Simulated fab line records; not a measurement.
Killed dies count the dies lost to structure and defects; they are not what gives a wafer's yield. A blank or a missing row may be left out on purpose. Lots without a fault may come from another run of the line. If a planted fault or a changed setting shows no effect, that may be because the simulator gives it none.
fab line records -- flow n5_finfet
record: lots: 7, wafers: 39
route steps=1938 shown DUMMY_GATE@237 HKMG_FIN@435
start_h: hours from the record's first day to the start of the lot's first wafer shown -- wait_h: hours since the lot's step before -- " unchanged from the row above -- L1.1+2: a row that stands for several wafers -- - value missing, or start not given -- * or withheld: withheld -- < > ~ a bound
route shown NAME@n: names a module that has steps shown in the file, with the first one's number in the route -- usual: mean/standard deviation taken from wafers without a fault -- same: alike in all rows -- chamber/n: place in a boat -- sites: each site's reading -- _std_site: standard deviation of those values -- _edge_site: inner sites' mean taken away from outer sites' mean -- radius_mm: how far each site lies from the wafer's centre -- mask NAME#n: copy n -- behind: the last tool/chamber to shape the wafer -- hold: reason for holding the lot/hours on hold/outcome of the hold -- device: the transistor (n, p or np) that didn't switch -- end of line: the route-end tests of the same wafers -- for a step that has no rows: nothing shown but its recipe -- killed: not the wafer's yield, but the dies lost to structure and defects at the first sort -- map: a wafer's dies, marking killed ones x, the rest . and places with no die _
set.NAME: the setting that was run; set.NAME@STEP: the one run at that earlier step -- model.NAME: the simulator's own value behind a step, which no gauge read
lots where settings were altered on purpose, with a table for each step and a row for each wafer
== steps ==
step: N5_DUMMY_GATE_ETCH_37
recipe: chemistry: N2/H2, target: SOC, target_depth_a: 600, overetch_a: 300, temp_c: 40, ion_energy_ev: 200, pressure_mtorr: 30, source_w: 840, bias_w: 150, n2_flow_sccm: 200, h2_flow_sccm: 200
usual: rf_vpp_V: 524.5/2.5
lot.wafer,tool,chamber,start_h,wait_h,set.source_w,rf_vpp_V
L074.1,rie_diel-04,3,48.41,0.0,840,526.4
L074.2,rie_diel-04,0,48.41,0.0,840,521.6
L074.3,rie_diel-04,1,48.41,0.0,840,522.0
L074.4,rie_diel-04,2,48.41,0.0,840,525.3
L074.5,rie_diel-04,2,48.41,0.0,840,524.6
L074.6,rie_diel-04,1,48.41,0.0,840,520.4
L076.1,rie_diel-02,2,65.76,0.0,840,522.9
L076.3,rie_diel-02,0,65.76,0.0,840,524.4
L076.6,rie_diel-02,0,65.76,0.0,840,525.1
L077.1,rie_diel-02,2,71.61,0.0,840,522.6
L077.2,rie_diel-02,0,71.61,0.0,840,523.2
L077.3,rie_diel-02,1,71.61,0.0,840,527.7
L077.4,rie_diel-02,1,71.61,0.0,900.9,514.8
L077.5,rie_diel-02,2,71.61,0.0,900.9,511.7
L077.6,rie_diel-02,0,71.61,0.0,900.9,512.6
L080.1,rie_diel-02,1,84.02,0.0,965.7,502.7
L080.2,rie_diel-02,0,84.02,0.0,840,523.2
L080.3,rie_diel-02,3,84.02,0.0,965.7,504.8
L080.4,rie_diel-02,2,84.02,0.0,840,524.1
L080.5,rie_diel-02,0,84.02,0.0,965.7,500.2
L080.6,rie_diel-02,3,84.02,0.0,840,528.2
L083.1,rie_diel-02,0,105.92,0.0,840,524.5
L083.2,rie_diel-02,2,105.92,0.0,840,522.5
L083.3,rie_diel-02,1,105.92,0.0,840,527.4
L083.4,rie_diel-02,3,105.92,0.0,840,527.2
L083.5,rie_diel-02,1,105.92,0.0,840,527.3
L083.6,rie_diel-02,0,105.92,0.0,840,525.2
L089.1,rie_diel-05,1,141.85,0.0,840,523.1
L089.2,rie_diel-05,2,141.85,0.0,840,521.7
L089.3,rie_diel-05,3,141.85,0.0,713.5,552.3
L089.4,rie_diel-05,3,141.85,0.0,713.5,551.7
L089.5,rie_diel-05,2,141.85,0.0,713.5,551.7
L089.6,rie_diel-05,1,141.85,0.0,840,524.4
L092.1,rie_diel-05,0,153.34,0.0,840,526.1
L092.2,rie_diel-05,2,153.34,0.0,904.4,509.6
L092.3,rie_diel-05,1,153.34,0.0,840,522.2
L092.4,rie_diel-05,3,153.34,0.0,904.4,511.1
L092.5,rie_diel-05,3,153.34,0.0,840,522.7
L092.6,rie_diel-05,0,153.34,0.0,904.4,513.2
step: N5_HKMG_FIN_ETCH_32
recipe: chemistry: N2/H2, target: SOC, target_depth_a: 2400, temp_c: 40, time_s: 300, ion_energy_ev: 200, mask_material: SiARC, pressure_mtorr: 30, source_w: 840, bias_w: 150, n2_flow_sccm: 200, h2_flow_sccm: 200
usual: rf_vpp_V: 524.2/2
lot.wafer,tool,chamber,start_h,wait_h,set.bias_w,rf_vpp_V,model.SiARC_of_HKMG_FIN_COAT_30.thk_nm
L074.1,rie_diel-03,3,78.48,0.0,150,520.6,21.2
L074.2,rie_diel-03,2,78.48,0.0,128.1,475.0,24.2
L074.3,rie_diel-03,0,78.48,0.0,128.1,473.8,24.2
L074.4,rie_diel-03,1,78.48,0.0,150,523.6,21.4
L074.5,rie_diel-03,1,78.48,0.0,128.1,475.6,24.2
L074.6,rie_diel-03,0,78.48,0.0,150,524.1,21.4
L076.1,rie_diel-01,2,95.24,0.0,150,526.4,20.8
L076.3,rie_diel-01,3,95.24,0.0,150,523.7,19.6
L076.6,rie_diel-01,0,95.24,0.0,150,527.0,22
L077.1,rie_diel-03,3,104.37,0.0,150,522.3,21.6
L077.2,rie_diel-03,2,104.37,0.0,165.7,558.4,20.2
L077.3,rie_diel-03,0,104.37,0.0,150,523.2,21.8
L077.4,rie_diel-03,2,104.37,0.0,165.7,555.5,20
L077.5,rie_diel-03,3,104.37,0.0,150,522.2,21.4
L077.6,rie_diel-03,0,104.37,0.0,165.7,557.2,19.8
L080.1,rie_diel-03,2,112.57,0.0,150,525.0,21.4
L080.2,rie_diel-03,0,112.57,0.0,150,523.6,21.4
L080.3,rie_diel-03,3,112.57,0.0,150,521.8,21.4
L080.4,rie_diel-03,0,112.57,0.0,158.1,542.1,20.4
L080.5,rie_diel-03,2,112.57,0.0,158.1,541.5,20.8
L080.6,rie_diel-03,3,112.57,0.0,158.1,540.5,20.6
L083.1,rie_diel-06,3,135.27,0.0,150,525.4,21.8
L083.2,rie_diel-06,1,135.27,0.0,126.3,473.1,24.2
L083.3,rie_diel-06,0,135.27,0.0,150,527.1,21.8
L083.4,rie_diel-06,2,135.27,0.0,126.3,469.1,25
L083.5,rie_diel-06,1,135.27,0.0,126.3,471.7,24.2
L083.6,rie_diel-06,0,135.27,0.0,150,526.8,21.8
L089.1,rie_diel-01,3,169.94,0.0,170.7,566.6,17.4
L089.2,rie_diel-01,0,169.94,0.0,150,526.2,22.2
L089.3,rie_diel-01,2,169.94,0.0,170.7,569.0,18.6
L089.4,rie_diel-01,1,169.94,0.0,150,521.6,21.8
L089.5,rie_diel-01,1,169.94,0.0,150,519.3,21.6
L089.6,rie_diel-01,0,169.94,0.0,170.7,571.8,20
L092.1,rie_diel-01,1,181.44,0.0,150,520.4,21.8
L092.2,rie_diel-01,2,181.44,0.0,170.4,569.6,18.8
L092.3,rie_diel-01,3,181.44,0.0,170.4,567.0,17.4
L092.4,rie_diel-01,0,181.44,0.0,150,526.8,22.2
L092.5,rie_diel-01,1,181.44,0.0,170.4,564.6,19.6
L092.6,rie_diel-01,0,181.44,0.0,150,525.1,22.2
== key ==
split: step: N5_DUMMY_GATE_ETCH_37, setting: source_w, stated: 840, by: wafer
response: step: N5_DUMMY_GATE_ETCH_37, reading: rf_vpp_V, change: -1.69, per: 1%, r: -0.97
split: step: N5_HKMG_FIN_ETCH_32, setting: bias_w, stated: 150, by: wafer
response: step: N5_HKMG_FIN_ETCH_32, reading: rf_vpp_V, change: +3.34, per: 1%, r: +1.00
response: step: N5_HKMG_FIN_ETCH_32, reading: model.SiARC_of_HKMG_FIN_COAT_30.thk_nm, change: -0.201, per: 1%, r: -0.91
